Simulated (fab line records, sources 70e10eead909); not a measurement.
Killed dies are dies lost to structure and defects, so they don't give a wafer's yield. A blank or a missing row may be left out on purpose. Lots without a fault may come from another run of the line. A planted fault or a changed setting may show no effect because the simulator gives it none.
fab line records | flow nand_harc
record lots=6 wafers=18 last_day=33
route steps=1302 shown A_CONTACT@1091 A_BLC@1107 END@1302
lots that met no fault: from a run of the same line without faults
start_h: hours from the record's first day to the start of the lot's first wafer shown | wait_h: hours since the lot's step before | " the same as in the row above | L1.1+2: a row that stands for several wafers | - no value, or no start given | * or withheld: withheld | < > ~ a bound
route shown NAME@n: a module of which the file shows steps, and the number in the route of the first | usual: mean/standard deviation of fault-free wafers | same: alike in all rows | chamber/n: place in a boat | sites: the reading at each site | _std_site: their standard deviation | _edge_site: outer sites' mean less inner sites' | radius_mm: how far each site lies from the wafer's centre | mask NAME#n: copy n | behind: the tool/chamber that last shaped the wafer | hold: why the lot was held/for how many hours/how that ended | device: the transistor (n, p or np) that didn't switch | end of line: the same wafers' tests at the end of the route | a step without rows: its recipe alone | killed: dies lost to structure and defects at the first sort, not the wafer's yield | map: a wafer's dies, x killed, . not, _ none there
set.NAME: the setting as run; set.NAME@STEP: as run at that earlier step | model.NAME: the simulator's own value behind a step, which no gauge read
lots at some steps of the route; a table a step, a row a wafer
services: from which hour (start_h, from the record's first day; less than 0 if before it) a tool's chamber was out of use, for how many hours, and why
## steps
# step NHARC_A_CONTACT_ETCH_139
# recipe source_w=withheld pressure_mtorr=20 bias_v=400 time_s=195 target_depth_a=8400 ar_flow_sccm=withheld c4f8_flow_sccm=11.5 o2_flow_sccm=7.2 chemistry=C4F8/O2/Ar
# columns lot.wafer tool chamber start_h wait_h rf_hours_counter_h
L789.1 har_cap_etch-03 0 522.52 0.2 47
L789.5 " 1 " " -
L789.6 " 0 " " -
L800.2 har_cap_etch-01 0 621.43 0.2 21
L800.1 " 1 " " 21
L800.3 " 1 " " -
L801.3 har_cap_etch-03 0 623.30 0.2 -
L801.6 " 1 " " -
L801.5 " 0 " " -
L806.2 har_cap_etch-02 1 687.43 0.2 120
L806.4 " 1 " " -
L806.6 " 1 " " -
L812.1 har_cap_etch-01 0 732.43 0.2 40
L812.6 " 0 " " -
L812.5 " 1 " " -
L810.2 har_cap_etch-03 0 737.92 0.2 84
L810.4 " 0 " " -
L810.6 " 1 " " -
# step NHARC_A_CONTACT_ETCH_92
# recipe target_depth_a=400 over_etch_frac=0.5 time_s=85.7 ion_energy_ev=120 ch3f_flow_sccm=50 o2_flow_sccm=30 ar_flow_sccm=200 rf_w=500 bias_w=100 chemistry=CH3F/O2
# step NHARC_A_CONTACT_ETCH_98
# recipe target_depth_a=200 over_etch_frac=0.5 time_s=10 ion_energy_ev=250 c4f6_flow_sccm=25 o2_flow_sccm=20 ar_flow_sccm=500 rf_w=600 bias_w=500 chemistry=C4F6/O2
# step NHARC_A_CONTACT_CD_MEAS_15
# usual cd_nm=189.9/0.77
# columns lot.wafer tool chamber start_h wait_h cd_nm
L789.1 cd_sem-02 - 523.25 - 190.7
L789.5 " - " " 189.2
L789.6 " - " " 190.3
L800.1 cd_sem-03 - 622.21 - 190.3
L800.2 " - " " 190.5
L800.3 " - " " 189.8
L801.3 cd_sem-01 - 623.94 - 189.5
L801.5 " - " " 189.4
L801.6 " - " " 189.8
L806.2 cd_sem-03 - 688.21 - 189.7
L806.4 " - " " 191.4
L806.6 " - " " 189.5
L812.1 cd_sem-03 - 733.21 - 190.2
L812.5 " - " " 190.2
L812.6 " - " " 190.9
L810.2 cd_sem-01 - 738.69 - 189.5
L810.4 " - " " 189.6
L810.6 " - " " 189.5
# step NHARC_A_CONTACT_STRIP_107
# recipe n2_flow_sccm=150 h2_flow_sccm=150 ar_flow_sccm=0 bias_w=0 chemistry=N2/H2
# step NHARC_A_CONTACT_STRIP_108
# recipe cf4_flow_sccm=100 chf3_flow_sccm=30 ar_flow_sccm=0 bias_w=0 chemistry=CF4/CHF3
# step NHARC_A_CONTACT_STRIP_109
# recipe o2_flow_sccm=400 cos_flow_sccm=20 ar_flow_sccm=0 bias_w=0 chemistry=O2/COS
# step NHARC_A_CONTACT_ETCH_110
# recipe target_depth_a=600 overetch_a=60 time_s=33 ion_energy_ev=100 cf4_flow_sccm=80 o2_flow_sccm=20 ar_flow_sccm=0 rf_w=300 bias_w=100 chemistry=CF4/O2
# usual drypump_motor_current_A=5.8/0.55 oes_f_703_au=1.001/0.0046 oes_product_au=1.004/0.012 rf_vpp_V=197.8/1.4 showerhead_plenum_p_Torr=1.33/0.051 throttle_valve_pct=13.396/0.0094
# columns lot.wafer tool chamber start_h wait_h drypump_motor_current_A oes_f_703_au oes_product_au rf_hours_counter_h rf_vpp_V showerhead_plenum_p_Torr throttle_valve_pct
L789.1 rie_diel-09 3 523.55 0.1 5.0 1.001 1.007 7 197.1 1.28 13.401
L789.5 " 1 " " 6.4 0.998 1.027 - 199.3 1.41 13.388
L789.6 " 2 " " 6.5 1.004 1.012 - 197.4 1.29 13.388
L800.1 rie_diel-09 0 622.50 0.0 5.2 0.996 1.002 44 195.5 1.29 13.413
L800.3 " 1 " " 6.5 1.009 1.025 45 197.6 1.40 13.386
L800.2 " 3 " " 5.0 1.004 0.998 45 197.4 1.28 13.391
L801.3 rie_diel-09 3 624.24 0.1 5.0 1.003 0.997 45 196.9 1.28 13.396
L801.6 " 1 " " 6.5 1.002 1.029 - 200.4 1.40 13.405
L801.5 " 2 " " 6.5 0.998 0.991 - 197.0 1.28 13.397
L806.4 rie_diel-08 0 688.50 0.1 5.7 1.001 1.009 22 197.5 1.28 13.399
L806.2 " 1 " " 6.2 1.005 1.001 18 197.1 1.28 13.404
L806.6 " 3 " " 5.2 0.991 1.014 - 199.5 1.39 13.381
L812.1 rie_diel-09 3 733.50 0.1 5.0 1.006 1.013 16 197.1 1.27 13.389
L812.6 " 3 " " 5.0 0.997 1.004 - 195.9 1.27 13.391
L812.5 " 0 " " 5.2 1.002 1.009 - 197.0 1.29 13.389
L810.4 rie_diel-08 3 738.99 0.1 5.2 1.002 0.988 3 198.5 1.39 13.385
L810.2 " 1 " " 6.2 1.012 0.987 2 196.9 1.28 13.392
L810.6 " 2 " " 6.2 1.003 0.977 - 199.0 1.38 13.384
# step NHARC_A_CONTACT_STRIP_26
# recipe o2_flow_sccm=500 ar_flow_sccm=0 bias_w=0 chemistry=O2
# step NHARC_A_CONTACT_STRIP_27
# recipe time_s=600 temp_c=30 chemistry=post_etch_residue_remover
# step NHARC_A_CONTACT_ALD_18
# recipe target_thk_a=30 pulse_time_s=1 ald_cycles=150 temp_c=450 material=TiN
# usual heater_power_w=1136/140 precursor_pulse_height_rel=0.999/0.021
# columns lot.wafer tool chamber start_h wait_h heater_power_w precursor_pulse_height_rel
L789.1 ald_metal-02 3 524.22 - 970 0.941
L789.5 " 1 " " 1164 1.027
L789.6 " 2 " " 1349 1.003
L800.1 ald_metal-02 1 623.15 - 1087 0.969
L800.3 " 2 " " 1367 0.982
L800.2 " 0 " " 1032 1.016
L801.3 ald_metal-04 1 624.91 - 1256 0.974
L801.5 " 0 " " 1044 1.013
L801.6 " 1 " " 1266 1.016
L806.2 ald_metal-04 0 689.18 - 1006 1.016
L806.6 " 3 " " 1217 1.044
L806.4 " 0 " " 1006 0.983
L812.1 ald_metal-01 2 734.17 - 1219 1.006
L812.5 " 1 " " 981 1.015
L812.6 " 2 " " 1223 1.028
L810.4 ald_metal-04 3 739.63 - 1246 1.010
L810.2 " 1 " " 1258 1.031
L810.6 " 0 " " 1001 0.986
# step NHARC_A_CONTACT_CVD_19
# recipe target_thk_a=3000 temp_c=300 pressure_torr=40 wf6_flow_sccm=40 h2_flow_sccm=1600 ar_flow_sccm=1560 time_s=802 material=W
# usual heater_power_w=460/27 throttle_valve_pct=7.86/0.27
# columns lot.wafer tool chamber start_h wait_h heater_power_w throttle_valve_pct
L789.1 cvd_w-01 0 - - 449 8.13
L789.5 " 1 " " 496 7.26
L789.6 " 0 " " 441 8.01
L800.2 cvd_w-01 1 - - 503 7.55
L800.1 " 0 " " 459 8.04
L800.3 " 1 " " 500 7.48
L801.3 cvd_w-02 0 - - 487 8.10
L801.5 " 1 " " 442 8.32
L801.6 " 0 " " 501 8.06
L806.2 cvd_w-01 0 - - 443 8.23
L806.4 " 1 " " 503 7.27
L806.6 " 1 " " 498 7.67
L812.1 cvd_w-02 0 - - 461 7.73
L812.5 " 0 " " 468 8.16
L812.6 " 1 " " 428 7.89
L810.2 cvd_w-02 0 - - 461 8.18
L810.4 " 0 " " 457 7.96
L810.6 " 0 " " 471 8.19
# step NHARC_A_CONTACT_CMP_20
# recipe t_overpolish_s=30 target_thk_nm=300
# usual motor_current_A=11.5/1.4 overpolish_run_s=30.000/0.0092 retaining_ring_pressure_frac=1.000/0.0042 time_to_endpoint_s=59/4.4
# columns lot.wafer tool chamber start_h wait_h motor_current_A overpolish_run_s retaining_ring_pressure_frac time_to_endpoint_s
L789.1 cmp-02 3 525.35 0.7 9.7 29.998 0.999 58
L789.6 " 0 " " 10.4 30.005 0.999 56
L789.5 " 1 " " 12.4 30.001 1.000 65
L800.3 cmp-03 2 624.25 0.5 12.4 30.007 0.999 64
L800.2 " 3 " " 9.3 30.005 1.005 54
L800.1 " 1 " " 12.5 30.006 0.997 69
L801.3 cmp-03 1 626.02 0.4 11.8 29.983 0.996 67
L801.5 " 3 " " 8.7 29.997 0.999 55
L801.6 " 0 " " 11.3 29.987 1.009 69
L806.4 cmp-02 2 690.60 0.4 12.8 30.004 0.999 55
L806.2 " 3 " " 10.4 29.999 1.005 60
L806.6 " 1 " " 11.9 30.002 0.996 61
L812.1 cmp-04 1 735.30 0.8 14.3 29.999 0.996 57
L812.5 " 3 " " 11.2 30.003 1.005 60
L812.6 " 0 " " 10.0 30.018 0.990 58
L810.2 cmp-03 3 740.71 0.6 9.5 30.007 0.997 54
L810.4 " 0 " " 10.8 30.011 1.002 68
L810.6 " 3 " " 9.1 30.000 1.001 50
# step NHARC_A_CONTACT_SRD_22
# step NHARC_A_CONTACT_INSPECT_23
# usual raw_defect_count=516/140
# columns lot.wafer tool chamber start_h wait_h raw_defect_count
L789.1 defect_inspect-02 - 525.67 0.1 725
L789.5 " - " " 534
L789.6 " - " " 544
L800.1 defect_inspect-01 - 624.65 0.1 708
L800.2 " - " " 621
L800.3 " - " " 556
L801.3 defect_inspect-02 - 626.38 0.1 669
L801.5 " - " " 440
L801.6 " - " " 335
L806.2 defect_inspect-02 - 690.97 0.1 388
L806.4 " - " " 354
L806.6 " - " " 323
L812.1 defect_inspect-01 - 735.66 0.1 520
L812.5 " - " " 465
L812.6 " - " " 467
L810.2 defect_inspect-02 - 741.11 0.1 434
L810.4 " - " " 474
L810.6 " - " " 406
# step NHARC_A_BLC_DEHYDRATE_00
# recipe temp_c=150 time_s=120
# step NHARC_A_BLC_HMDS_01
# recipe time_s=30
# step NHARC_A_BLC_COAT_02
# recipe temp_c=260 time_s=75
# step NHARC_A_BLC_COAT_03
# recipe temp_c=225 time_s=65
# step NHARC_A_BLC_COAT_04
# recipe spin_rpm=1500 resist_thk_nm=90
# step NHARC_A_BLC_SOFTBAKE_05
# recipe temp_c=105 time_s=55
# step NHARC_A_BLC_EBR_06
# step NHARC_A_BLC_EXPOSE_07
# recipe na=1.35 target_cd_nm=100 dose_mj=67.97 mask_id=A_BLC
# step NHARC_A_BLC_PEB_08
# recipe peb_temp_c=100 peb_time_s=65
# step NHARC_A_BLC_DEVELOP_09
# recipe develop_time_s=35 dev_temp_c=23
# step NHARC_A_BLC_CD_MEAS_10
# recipe target_cd_nm=100 landing_energy_ev=500
# usual cd_nm=100.0/0.64
# columns lot.wafer tool chamber start_h wait_h cd_nm
L789.1 cd_sem-02 0 526.06 - 99.2
L789.5 " 0 " " 100.3
L789.6 " 0 " " 100.4
L800.1 cd_sem-01 0 625.16 - 100.2
L800.2 " 0 " " 100.0
L800.3 " 0 " " 100.0
L801.3 cd_sem-03 0 626.88 - 100.8
L801.5 " 0 " " 99.7
L801.6 " 0 " " 99.7
L806.2 cd_sem-03 0 691.48 - 101.0
L806.4 " 0 " " 100.1
L806.6 " 0 " " 101.8
L812.1 cd_sem-02 0 736.17 - 99.7
L812.5 " 0 " " 99.7
L812.6 " 0 " " 99.9
L810.2 cd_sem-01 0 741.62 - 99.9
L810.4 " 0 " " 100.0
L810.6 " 0 " " 100.2
# step NHARC_A_BLC_OVL_MEAS_11
# usual overlay_x_nm=0.0/0.78 overlay_y_nm=-0.2/1
# columns lot.wafer tool chamber start_h wait_h overlay_x_nm overlay_y_nm
L789.1 overlay-01 - 526.14 - 0.4 -0.7
L789.5 " - " " 0.6 -0.9
L789.6 " - " " 0.2 -1.1
L800.1 overlay-01 - 625.24 - 0.1 -0.1
L800.2 " - " " -0.5 0.4
L800.3 " - " " -0.5 -0.5
L801.3 overlay-02 - 626.97 - 0.9 -0.7
L801.5 " - " " 0.8 -0.1
L801.6 " - " " 0.6 0.3
L806.2 overlay-02 - 691.57 - 0.5 0.2
L806.4 " - " " 0.1 0.5
L806.6 " - " " -0.1 0.5
L812.1 overlay-01 - 736.26 - 0.0 -1.1
L812.5 " - " " -0.2 -1.3
L812.6 " - " " 0.0 -1.6
L810.2 overlay-01 - 741.71 - 0.4 0.7
L810.4 " - " " 0.3 1.1
L810.6 " - " " 0.1 0.7
# step NHARC_A_BLC_INSPECT_12
# usual raw_defect_count=84/36
# columns lot.wafer tool chamber start_h wait_h raw_defect_count
L789.1 defect_inspect-02 - 526.18 0.0 45
L789.5 " - " " 55
L789.6 " - " " 60
L800.1 defect_inspect-02 - 625.28 0.0 414
L800.2 " - " " 118
L800.3 " - " " 142
L801.3 defect_inspect-02 - 627.00 0.0 284
L801.5 " - " " 13
L801.6 " - " " 19
L806.2 defect_inspect-01 - 691.60 0.0 39
L806.4 " - " " 31
L806.6 " - " " 36
L812.1 defect_inspect-01 - 736.30 0.0 79
L812.5 " - " " 76
L812.6 " - " " 88
L810.2 defect_inspect-02 - 741.75 0.0 151
L810.4 " - " " 145
L810.6 " - " " 135
# step NHARC_A_BLC_DESCUM_15
# recipe time_s=3 o2_flow_sccm=200 ar_flow_sccm=0 bias_power_w=0 chemistry=O2
# usual drypump_motor_current_A=5.9/0.48 oes_product_au=0.999/0.013 rf_vpp_V=57.7/0.83 showerhead_plenum_p_Torr=1.88/0.065 throttle_valve_pct=11.311/0.0081
# columns lot.wafer tool chamber start_h wait_h drypump_motor_current_A oes_product_au rf_hours_counter_h rf_vpp_V showerhead_plenum_p_Torr throttle_valve_pct
L789.1 rie_diel-01 1 526.24 0.1 5.6 1.012 10 58.5 2.04 11.310
L789.6 " 1 " " 5.6 1.013 - 58.5 2.04 11.317
L789.5 " 2 " " 6.3 1.005 - 57.8 1.99 11.316
L800.2 rie_diel-01 3 625.34 0.1 6.1 0.991 6 57.2 1.94 11.306
L800.3 " 0 " " 5.9 0.989 6 56.3 1.82 11.306
L800.1 " 2 " " 6.3 1.017 6 58.8 1.99 11.317
L801.3 rie_diel-01 1 627.07 0.1 5.7 1.017 6 59.5 2.04 11.309
L801.5 " 0 " " 5.9 0.984 - 58.2 1.82 11.318
L801.6 " 1 " " 5.7 1.021 - 56.9 2.04 11.316
L806.2 rie_diel-12 3 691.69 0.1 6.6 0.993 4 57.2 1.90 11.307
L806.6 " 2 " " 5.7 0.998 - 56.9 1.88 11.303
L806.4 " 3 " " 6.6 0.993 - 56.8 1.90 11.315
L812.1 rie_diel-12 1 736.36 0.1 5.2 1.017 6 56.6 1.80 11.305
L812.6 " 0 " " 5.7 0.983 - 57.9 1.85 11.309
L812.5 " 1 " " 5.2 1.025 - 57.5 1.80 11.322
L810.2 rie_diel-11 3 741.82 0.1 4.8 1.004 36 58.2 2.06 11.293
L810.4 " 0 " " 5.1 0.983 40 57.1 1.86 11.328
L810.6 " 1 " " 6.3 0.976 - 56.8 1.83 11.307
# step NHARC_END_SORT_01
# recipe temp_c=25
# usual killed_at_array=52/19 killed_at_other=0.9/1.3 killed_at_periphery=4/3.1 killed_dies=57/18 killed_open=3.2/1.7 killed_short=2.3/1.4
# same gross_dies=677
# columns lot.wafer tool chamber start_h wait_h killed_at_array killed_at_other killed_at_periphery killed_dies killed_open killed_short
L800.1 prober-01 0 672.44 2.5 266 0 1 267 2 1
L801.3 prober-02 0 674.01 3.1 218 0 3 221 3 1
L806.2 prober-01 0 738.90 2.8 35 1 7 43 6 3
L806.4 prober-01 0 740.49 3.4 27 0 10 37 2 1
L806.6 prober-01 0 742.08 4.0 34 0 7 41 6 1
L810.2 prober-01 0 785.20 2.8 75 2 0 77 0 5
L810.4 prober-01 0 786.77 3.4 76 0 2 78 8 1
L810.6 prober-01 0 788.34 3.9 69 0 3 72 2 1
# killed by level:class
L800.1 A_CONTACT:unspecified=185 A_SLIT:chamber_film_flake=34 A_CHANNEL_HOLE_D1:chamber_film_flake=32 A_CHANNEL_HOLE_D2:chamber_film_flake=9 A_ZERO_WELL:chamber_film_flake=2 P_M0:geometric_particle:short=1 A_DECK1_JOINT:geometric_particle:open=1 A_BLC:geometric_particle:open=1
L801.3 A_CONTACT:unspecified=200 A_CHANNEL_HOLE_D1:chamber_film_flake=5 P_GATE:chamber_film_flake=2 A_STAIRCASE:chamber_film_flake=2 A_WL_FILL:chamber_film_flake=2 A_CONTACT:chamber_film_flake=2 A_M0:chamber_film_flake=2 A_CHANNEL_HOLE_D2:geometric_particle:open=1
L806.2 A_CONTACT:chamber_film_flake=14 A_CHANNEL_HOLE_D1:chamber_film_flake=7 A_SLIT:chamber_film_flake=4 P_BONDPAD:chamber_film_flake=3 A_M0:geometric_particle:open=2 P_GATE:chamber_film_flake=2 P_CONTACT:geometric_particle:open=1 A_ONON_D2:geometric_particle:short=1
L806.4 A_CHANNEL_HOLE_D1:chamber_film_flake=13 A_CONTACT:chamber_film_flake=9 P_GATE:chamber_film_flake=3 A_SLIT:chamber_film_flake=3 P_M1:chamber_film_flake=2 P_BONDPAD:chamber_film_flake=2 P_GATE:geometric_particle:open=1 P_CONTACT:geometric_particle:short=1
L806.6 A_CHANNEL_HOLE_D1:chamber_film_flake=13 A_CONTACT:chamber_film_flake=11 P_GATE:chamber_film_flake=4 A_SLIT:chamber_film_flake=2 P_CONTACT:geometric_particle:open=1 P_M2:geometric_particle:short=1 A_SOURCE_PLATE:geometric_particle:open=1 A_ONON_D1:geometric_particle:open=1
L810.2 A_CHANNEL_HOLE_D2:chamber_film_flake=34 A_SLIT:chamber_film_flake=16 A_CONTACT:chamber_film_flake=9 A_CHANNEL_HOLE_D1:chamber_film_flake=8 A_CHANNEL_FILL_D1:geometric_particle:short=2 A_CHANNEL_FILL_D2:geometric_particle:short=2 A_CHANNEL_FILL_D2:chamber_film_flake=2 THIN_TSV:chamber_film_flake=2
L810.4 A_SLIT:chamber_film_flake=35 A_CHANNEL_HOLE_D1:chamber_film_flake=12 A_CHANNEL_HOLE_D2:chamber_film_flake=12 A_CONTACT:chamber_film_flake=6 A_CHANNEL_FILL_D2:geometric_particle:open=2 A_BLC:geometric_particle:open=2 A_BLC:chamber_film_flake=2 P_M1:geometric_particle:open=1
L810.6 A_CHANNEL_HOLE_D2:chamber_film_flake=24 A_SLIT:chamber_film_flake=20 A_CHANNEL_HOLE_D1:chamber_film_flake=12 A_CONTACT:chamber_film_flake=10 P_M2:geometric_particle:short=1 A_CHANNEL_FILL_D2:geometric_particle:open=1 A_M0:geometric_particle:open=1 P_STI:chamber_film_flake=1
# map L800.1 (x killed, . not)
____________x____________
_________x....x._________
_______.x..xxx...._______
______.........xx.x______
_____.x.....x......._____
____...............xx____
____x.......x........____
___...x.x...xx...x...x___
___x.....x.x.x.xxxx..x___
__....xx..x..xx...xxx..__
__xx...xx...x.x..xxx...__
_..xx....x.......x.x.x.._
_...x.x........x.x.xx.x._
_...x.xxx.x.xx......xxxx_
_x.......xxxxxxxx......._
_x.x.....xxxxx...xxx.x.x_
........x.xxxxxxxxx......
....x.x...x.xxxxx.xxx...x
.x.....xx..x.xxxxxx.xx.x.
x...xxx..xxxxxxxx.x.x..x.
xx.....x....xxxxxxxxxxxxx
_.xx...x...x.xxx.xxxx..x_
_xxx..........x..xxxxxx._
_x.x..x.....xxxx....xxxx_
_xxxxxxxxxxxx......x.x.._
_xx..........x...xx.x.xx_
__x...x.xx.......x.xxx.__
__.xx..xxx.....xx...x..__
___.....x....x..xx.xxx___
___x.x.......x...x...x___
____.x.x......x....x.____
____xxxx..........x..____
_____xx.xx.x.xx....._____
______...xx.xxx....______
_______xx..xx....._______
_________......._________
____________.____________
# map L801.3 (x killed, . not)
____________.____________
_________.x.x..x_________
_______x..x......x_______
______xxxxx.x......______
_____x.............._____
____.x.x......x......____
____x.x...xxxx.x.....____
___.xx.x...x........xx___
___.x..xxx.xx...x...x.___
__....x.......x.x....xx__
__..x..xx.....x..xx..x.__
_.xx.x....x..........x.._
_.....xx.x..x.xx......x._
_x..xxx...x..xx.x.x...x._
_.xx.xx....x...x.x..xx.._
_......x.x.x...xx..x..x._
.x..x.x.......x.x..xx....
xxxx...x.x..xxxx.x.x...x.
.xx..........xx...xx...x.
x.x.....x.x..xx.x.x..x.x.
.xx..x..x...xx...x..x.xxx
_.....x.x....x..x.x.xxx._
_x....x.x.xxx..x.x.....x_
_xx.....xxxxx..x....x..._
_........x.xxx...x..x..x_
_x.xx.x...xxx.x....x...x_
__x........x....x.x....__
__....x..........xxxx..__
___..x...x......xxx...___
___x.....x...x........___
____....x.x....x.xx.x____
____x..xxx....x...xx.____
_____.x.x...x......x_____
______.x.x.....x...______
_______x.....xx..._______
_________xx..x.._________
____________.____________
## services
# columns tool chamber start_h hours kind
cvd_w-02 0 503.10 7.4 repair
rie_diel-12 2 506.11 3.9 repair
cmp-03 - 532.46 0.8 repair
cvd_w-01 - 547.00 13.0 pm
ald_metal-04 - 549.62 0.2 repair
rie_diel-01 - 557.80 9.0 pm
cvd_w-01 0 577.12 4.9 repair
rie_diel-09 2 577.28 8.8 repair
cmp-03 - 589.03 4.0 pm
rie_diel-01 - 603.45 0.3 repair
cmp-03 - 606.57 1.5 repair
rie_diel-01 3 610.41 1.3 repair
har_cap_etch-03 - 611.96 0.3 repair
cvd_w-02 - 631.35 13.0 pm
ald_metal-04 - 652.00 10.0 pm
rie_diel-09 - 671.61 1.7 repair
rie_diel-09 - 674.19 9.0 pm
cmp-03 - 687.03 4.0 pm
ald_metal-04 1 688.73 25.4 repair
rie_diel-01 - 691.65 0.7 repair
ald_metal-04 0 718.07 10.5 repair
cvd_w-01 - 728.00 13.0 pm
cvd_w-02 - 732.43 0.3 repair
rie_diel-01 - 734.80 9.0 pm
## key
first_sign step=NHARC_A_BLC_INSPECT_12 reading=raw_defect_count direction=up sigmas=7.3 usual=84 struck=349
effect step=NHARC_END_SORT_01 reading=killed_dies direction=up sigmas=10 usual=57 struck=244
more_kills_born_at NHARC_A_CONTACT_CMP_20@cmp-03=385
met_at NHARC_A_CONTACT_CMP_20
struck_wafers L800.1,L801.3
tester_left_out L800,L801
fault kind=chamber_particle_source tool=cmp-03 chamber=1 onset_h=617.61 steps=NHARC_A_CONTACT_CMP_20 rate_per_visit_cm2=0.40353 end_h=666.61
# tester_left_out: of these lots the tester's yield and bins aren't shown, on N5 and GAA mostly nor the transistor test; their killed dies are dies lost to structure and defects alone, not to doping, threshold or leakage, so they don't give the yield
